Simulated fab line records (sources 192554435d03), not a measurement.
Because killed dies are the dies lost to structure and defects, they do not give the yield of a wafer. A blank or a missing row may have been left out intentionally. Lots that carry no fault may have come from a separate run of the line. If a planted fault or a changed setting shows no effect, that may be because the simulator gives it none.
One fault through the eyes of 3 desks || flow n5_finfet || numbers are kept per desk, each desk with only its own; the story behind them comes last

== FOR THE TOOL OWNER'S DESK: ald_sin-02 ==
The tool's own readings at N5_BEOL_M1_ALD_98 (deposits SiO2, target thk 2.5 nm, pulse time 1 s, co reactant pulse time 1 s): means of the sampled wafers that have a number, for each lot that ran on this tool. A lot is out of limits, marked OUT, if its mean lies more than 4 standard deviations from the usual mean; the brackets give that distance.
Columns: A = heater_power_w at N5_BEOL_M1_ALD_98, usual 80 W; B = precursor_pulse_height_rel at N5_BEOL_M1_ALD_98, usual 0.997
{"lot": "L967", "first seen here": "day 8 13:11", "A": 76, "B": 1.013}
{"lot": "L970", "first seen here": "day 9 06:08", "A": 77, "B": 1.001}
{"lot": "L971", "first seen here": "day 9 11:52", "A": 81, "B": 0.984}
{"lot": "L972", "first seen here": "day 9 16:20", "A": 74, "B": 0.992}
This desk's finding: nothing out of limits on any of the 4 lots.

== THE DEFECT DESK ==
Per lot, the means of the sampled wafers with a number show what the inspections along the route counted. A lot is out of limits, marked OUT, if its mean lies more than 4 standard deviations from the usual mean; the brackets give that distance.
Columns: A = raw_defect_count at N5_BEOL_M1_INSPECT_30, usual 412
{"lot": "L967", "first seen here": "day 8 13:01", "A": 388}
{"lot": "L969", "first seen here": "day 9 04:08", "A": 454}
{"lot": "L970", "first seen here": "day 9 05:50", "A": 443}
{"lot": "L971", "first seen here": "day 9 11:42", "A": 454}
{"lot": "L972", "first seen here": "day 9 16:07", "A": 422}
{"lot": "L978", "first seen here": "day 11 05:13", "A": 506}
{"lot": "L980", "first seen here": "day 11 19:47", "A": 422}
This desk's finding: nothing out of limits on any of the 7 lots.

== FROM THE METROLOGY DESK ==
What the gauges read, lot by lot, whatever tool the lot ran on: means of the sampled wafers that have a number. A lot is out of limits, marked OUT, if its mean lies more than 4 standard deviations from the usual mean; the brackets give that distance. Only the readings that lie furthest out on some lot appear, 7 of the 12 it has.
Columns: A = cd_nm at N5_BEOL_M1_CD_MEAS_28, usual 23.95 nm; B = V0_OVL at N5_BEOL_M1_OVL_MEAS_29, usual -0.1 nm; C = DIBL_N at N5_BEOL_M4_RC_MEAS_101, usual 37.7 mV/V; D = DIBL_P at N5_BEOL_M4_RC_MEAS_101, usual 37.7 mV/V; E = ION_N at N5_BEOL_M4_RC_MEAS_101, usual 681 uA/um; F = VT_N at N5_BEOL_M4_RC_MEAS_101, usual 248 mV; G = VT_P at N5_BEOL_M4_RC_MEAS_101, usual -249 mV
{"lot": "L967", "first seen here": "day 8 12:56", "A": 23.76, "B": 0.3, "C": 38.8, "D": 39.0, "E": 685, "F": 247, "G": -245}
{"lot": "L969", "first seen here": "day 9 04:02", "A": 23.63, "B": -1.1, "C": 39.5, "D": 39.4, "E": 698, "F": 244, "G": -248}
{"lot": "L970", "first seen here": "day 9 05:44", "A": 23.83, "B": -0.6, "C": 38.8, "D": 37.9, "E": 687, "F": 246, "G": -250}
{"lot": "L971", "first seen here": "day 9 11:37", "A": 23.73, "B": 0.4, "C": 37.9, "D": 38.6, "E": 681, "F": 250, "G": -249}
{"lot": "L972", "first seen here": "day 9 16:02", "A": 23.53, "B": 1.1, "C": 37.4, "D": 37.9, "E": 684, "F": 248, "G": -248}
{"lot": "L978", "first seen here": "day 11 05:07", "A": 23.82, "B": -0.2, "C": 36.7, "D": 38.4, "E": 676, "F": 248, "G": -253}
{"lot": "L980", "first seen here": "day 11 19:42", "A": 23.96, "B": -0.7, "C": 34.8, "D": 34.5, "E": 665, "F": 251, "G": -249}
This desk's finding: nothing out of limits on any of the 7 lots.

== TAKEN TOGETHER ==
The desk of the tool owner found nothing out of limits.
Nothing the defect desk looked at was out of limits.
Metrology desk: nothing out of limits seen.

== WHAT HAD BEEN PUT IN BY THE SIMULATOR ==
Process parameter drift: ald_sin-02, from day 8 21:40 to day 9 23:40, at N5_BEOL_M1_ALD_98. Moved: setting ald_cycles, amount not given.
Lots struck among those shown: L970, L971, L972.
